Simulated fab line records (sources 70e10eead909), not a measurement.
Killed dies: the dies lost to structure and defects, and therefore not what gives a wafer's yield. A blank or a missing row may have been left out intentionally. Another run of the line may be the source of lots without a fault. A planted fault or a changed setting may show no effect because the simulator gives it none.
Which tool was responsible? + flow nand_harc + Sampling: 12 lots, 36 wafers, 5 of 1302 route steps

WHAT THE GAUGES SHOWED, per wafer
NHARC_P_CONTACT_CD_MEAS_19. Usual: cd_nm reads 89.9 nm (standard deviation 1.4).
| lot  | measured     | on        | cd_nm (nm)     | flag |
|------|--------------|-----------|----------------|------|
| L645 | day 6 15:20  | cd_sem-02 | 89.2 87.6 91.8 |      |
| L646 | day 7 04:47  | cd_sem-01 | 90.8 89.6 91.6 |      |
| L647 | day 7 12:34  | cd_sem-02 | 88.3 87.9 88.3 |      |
| L649 | day 8 12:53  | cd_sem-03 | 90.9 91.2 91.5 |      |
| L650 | day 8 17:22  | cd_sem-02 | 91.6 89.2 90.3 |      |
| L651 | day 9 16:47  | cd_sem-01 | 90.2 88.4 88.1 |      |
| L653 | day 10 05:23 | cd_sem-01 | 91.4 92.0 90.0 |      |
| L654 | day 10 09:43 | cd_sem-02 | 91.5 91.6 88.4 |      |
| L658 | day 11 23:12 | cd_sem-02 | 90.6 89.5 90.9 |      |
| L659 | day 12 14:52 | cd_sem-03 | 88.6 90.0 90.1 |      |
| L665 | day 14 22:25 | cd_sem-03 | 90.6 88.9 90.8 |      |
| L666 | day 15 14:05 | cd_sem-03 | 92.4 89.3 91.2 |      |

NHARC_END_SORT_01. Usual: killed_at_array 62, standard deviation 22; killed_at_other 1.0, standard deviation 1.4; killed_at_periphery 4.2, standard deviation 2.8; killed_dies 67, standard deviation 23; killed_open 3.1, standard deviation 1.7; killed_short 2.1, standard deviation 1.5.
| lot  | measured     | on        | killed_at_array | killed_at_other | killed_at_periphery | killed_dies | killed_open | killed_short | flag |
|------|--------------|-----------|-----------------|-----------------|---------------------|-------------|-------------|--------------|------|
| L665 | day 33 19:40 | prober-01 | 24 27 32        | 0 1 1           | 653 649 644         | 677 677 677 | 2 3 2       | 1 3 6        | OFF  |
| L666 | day 35 08:51 | prober-02 | 107 77 68       | 0 0 1           | 570 600 608         | 677 677 677 | 5 5 3       | 2 1 2        | OFF  |

WHAT TOOL EACH LOT RAN ON (gives the tool, then ch and the chambers of the sampled wafers, and finally the start)
| lot  | NHARC_P_CONTACT_ETCH_18            | NHARC_P_CONTACT_ETCH_31                       | NHARC_P_CONTACT_PVD_32                  |
|------|------------------------------------|-----------------------------------------------|-----------------------------------------|
| L645 | rie_diel-11 ch 2,3, day 6 14:57    | rie_diel-11 ch 0,1,2, day 6 15:20 or earlier  | pvd_sputter-02, no start                |
| L646 | rie_diel-12 ch 0,1,3, day 7 04:25  | rie_diel-12 ch 0,1,3, day 7 04:47 or earlier  | pvd_sputter-02, no start                |
| L647 | rie_diel-12 ch 1,2,3, day 7 12:11  | rie_diel-12 ch 0,1,3, day 7 12:34 or earlier  | pvd_sputter-01, no start                |
| L649 | rie_diel-08 ch 1,3, day 8 12:31    | rie_diel-08 ch 1,2, day 8 12:53 or earlier    | pvd_sputter-03, no start                |
| L650 | rie_diel-12 ch 1,2,3, day 8 16:58  | rie_diel-12 ch 0,1,2, day 8 17:22 or earlier  | pvd_sputter-03, no start                |
| L651 | rie_diel-11 ch 0,1,3, day 9 16:26  | rie_diel-11 ch 1,2,3, day 9 16:47 or earlier  | pvd_sputter-01, no start                |
| L653 | rie_diel-08 ch 1,3, day 10 05:00   | rie_diel-08 ch 0,1,3, day 10 05:23 or earlier | pvd_sputter-01, no start                |
| L654 | rie_diel-12 ch 1,2,3, day 10 09:22 | rie_diel-12 ch 0,1,3, day 10 09:43 or earlier | pvd_sputter-02, no start                |
| L658 | rie_diel-12 ch 2,3, day 11 22:49   | rie_diel-12 ch 2,3, day 11 23:12 or earlier   | pvd_sputter-03, no start                |
| L659 | rie_diel-12 ch 0,1, day 12 14:29   | rie_diel-12 ch 0,1,3, day 12 14:52 or earlier | pvd_sputter-03, no start                |
| L665 | rie_diel-11 ch 1,2, day 14 22:01   | rie_diel-11 ch 2,3, day 14 22:25 or earlier   | pvd_sputter-02, day 33 19:40 or earlier |
| L666 | rie_diel-11 ch 0,1,3, day 15 13:41 | rie_diel-11 ch 0,1,2, day 15 14:05 or earlier | pvd_sputter-02, day 35 08:51 or earlier |
- NHARC_P_CONTACT_ETCH_18: etches the open film in C4F8/O2/Ar, target depth 481 nm, time 240.5 s.
- NHARC_P_CONTACT_ETCH_31: etches the open film in CH3F/O2, target depth 30 nm, time 85.7 s.
- NHARC_P_CONTACT_PVD_32: deposits Ti, target thk 5 nm, time 17.7 s.

AS READ BY THE TOOLS THEMSELVES (means over the sampled wafers that have a number; for cases with no such wafer, the mark the record gives instead)
NHARC_P_CONTACT_ETCH_18. Usual: bias_w 1499 W, standard deviation 4.9; chamber_pressure_mTorr 24.999 mTorr, standard deviation 0.023; oes_product_au 0.959 a.u., standard deviation 0.018; rf_vpp_V 981 V, standard deviation 4.7.
| lot  | tool        | bias_w (W) | chamber_pressure_mTorr (mTorr) | oes_product_au (a.u.) | rf_vpp_V (V) | flag |
|------|-------------|------------|--------------------------------|-----------------------|--------------|------|
| L645 | rie_diel-11 | 1500       | 24.977                         | 0.973                 | 988          |      |
| L646 | rie_diel-12 | 1495       | 24.999                         | 0.958                 | 980          |      |
| L647 | rie_diel-12 | 1499       | 24.985                         | 0.949                 | 980          |      |
| L649 | rie_diel-08 | 1495       | 25.011                         | 0.955                 | 979          |      |
| L650 | rie_diel-12 | 1497       | 24.999                         | 0.956                 | 980          |      |
| L651 | rie_diel-11 | 1502       | 24.999                         | 0.972                 | 982          |      |
| L653 | rie_diel-08 | 1496       | 24.958                         | 0.974                 | 980          |      |
| L654 | rie_diel-12 | 1500       | 25.008                         | 0.911                 | 980          |      |
| L658 | rie_diel-12 | 1498       | 24.983                         | 0.951                 | 981          |      |
| L659 | rie_diel-12 | 1505       | 24.999                         | 0.971                 | 978          |      |
| L665 | rie_diel-11 | -          | -                              | -                     | -            | OFF  |
| L666 | rie_diel-11 | -          | -                              | -                     | -            | OFF  |

NHARC_P_CONTACT_ETCH_31. Usual: bias_w 99.98 W, standard deviation 0.3; ch3f_flow_sccm 49.99 sccm, standard deviation 0.16; drypump_motor_current_A 5.6 A, standard deviation 0.49; o2_flow_sccm 30.00 sccm, standard deviation 0.081; oes_product_au 0.978 a.u., standard deviation 0.013; rf_vpp_V 245.1 V, standard deviation 1.4; showerhead_plenum_p_Torr 2.51 Torr, standard deviation 0.084; throttle_valve_pct 20.662 %, standard deviation 0.0095.
| lot  | tool        | bias_w (W) | ch3f_flow_sccm (sccm) | drypump_motor_current_A (A) | o2_flow_sccm (sccm) | oes_product_au (a.u.) | rf_vpp_V (V) | showerhead_plenum_p_Torr (Torr) | throttle_valve_pct (%) | flag |
|------|-------------|------------|-----------------------|-----------------------------|---------------------|-----------------------|--------------|---------------------------------|------------------------|------|
| L645 | rie_diel-11 | 99.71      | 49.95                 | 5.4                         | 29.99               | 0.984                 | 245.3        | 2.53                            | 20.669                 |      |
| L646 | rie_diel-12 | 99.79      | 50.11                 | 5.5                         | 30.07               | 0.980                 | 245.4        | 2.50                            | 20.654                 |      |
| L647 | rie_diel-12 | 100.07     | 49.97                 | 5.5                         | 29.99               | 0.976                 | 244.9        | 2.50                            | 20.666                 |      |
| L649 | rie_diel-08 | 99.78      | 49.95                 | 5.6                         | 30.02               | 0.980                 | 243.7        | 2.43                            | 20.642                 |      |
| L650 | rie_diel-12 | 100.12     | 49.86                 | 5.4                         | 30.01               | 0.975                 | 243.5        | 2.43                            | 20.649                 |      |
| L651 | rie_diel-11 | 100.12     | 49.93                 | 5.5                         | 29.92               | 0.982                 | 245.5        | 2.56                            | 20.658                 |      |
| L653 | rie_diel-08 | 100.06     | 50.01                 | 5.5                         | 30.02               | 0.973                 | 245.9        | 2.52                            | 20.664                 |      |
| L654 | rie_diel-12 | 99.75      | 49.95                 | 5.5                         | 29.95               | 0.954                 | 245.1        | 2.50                            | 20.667                 |      |
| L658 | rie_diel-12 | 100.13     | 50.27                 | 5.5                         | 29.94               | 0.979                 | 245.7        | 2.53                            | 20.674                 |      |
| L659 | rie_diel-12 | 99.77      | 50.13                 | 5.5                         | 30.01               | 0.981                 | 245.2        | 2.50                            | 20.657                 |      |
| L665 | rie_diel-11 | 99.90      | 50.01                 | 6.0                         | 30.02               | 1.000                 | 246.2        | 2.62                            | 20.671                 |      |
| L666 | rie_diel-11 | 100.16     | 49.82                 | 5.4                         | 30.04               | 0.979                 | 244.8        | 2.52                            | 20.667                 |      |

NHARC_P_CONTACT_PVD_32. Usual: throttle_valve_pct reads 30.3 % (standard deviation 1.5).
| lot  | tool           | throttle_valve_pct (%) | flag |
|------|----------------|------------------------|------|
| L645 | pvd_sputter-02 | 30.0                   |      |
| L646 | pvd_sputter-02 | 30.7                   |      |
| L647 | pvd_sputter-01 | 30.2                   |      |
| L649 | pvd_sputter-03 | 30.9                   |      |
| L650 | pvd_sputter-03 | 30.8                   |      |
| L651 | pvd_sputter-01 | 30.3                   |      |
| L653 | pvd_sputter-01 | 30.4                   |      |
| L654 | pvd_sputter-02 | 31.5                   |      |
| L658 | pvd_sputter-03 | 31.0                   |      |
| L659 | pvd_sputter-03 | 31.2                   |      |
| L665 | pvd_sputter-02 | 29.9                   |      |
| L666 | pvd_sputter-02 | 30.7                   |      |

THE ANSWER, worked out from the rows above alone
Rule: take the mean of a lot's wafers that have a number; if it is more than 3 standard deviations from the usual mean, the lot is off. A lot without any number at a reading at which 4 lots or more have one is off too. Any other lot the step has rows for is counted as sound. After the gauges, taken in route order, come the tools' own readings; for these a lot's mean is taken, as printed above. At the first step where some lot is off, the reading lying furthest off is the one used; lots without a number count as furthest.
Off: L665, L666 (NHARC_END_SORT_01, killed_at_periphery). Neither off nor sound, because the step has no rows for them: L645, L646, L647, L649, L650, L651, L653, L654, L658, L659.
If a tool, at a process step before that reading, ran all the lots that are off and no sound lot after the first of them, it fits. Not tried: the gauges at NHARC_END_SORT_01; whatever is off there is also off at NHARC_P_CONTACT_ETCH_18, on other tools, and gauge error can't account for it. Because NHARC_P_CONTACT_ETCH_31 lacks a start for some lots, the hours and order of its lots are taken from NHARC_P_CONTACT_CD_MEAS_19. Because NHARC_P_CONTACT_PVD_32 lacks a start for some lots, the hours and order of its lots are taken from NHARC_END_SORT_01. This does not decide it: 2 tools fit, namely rie_diel-11 at NHARC_P_CONTACT_ETCH_18 and NHARC_P_CONTACT_ETCH_31 and pvd_sputter-02 at NHARC_P_CONTACT_PVD_32.

WHAT THE SIMULATOR PUT IN
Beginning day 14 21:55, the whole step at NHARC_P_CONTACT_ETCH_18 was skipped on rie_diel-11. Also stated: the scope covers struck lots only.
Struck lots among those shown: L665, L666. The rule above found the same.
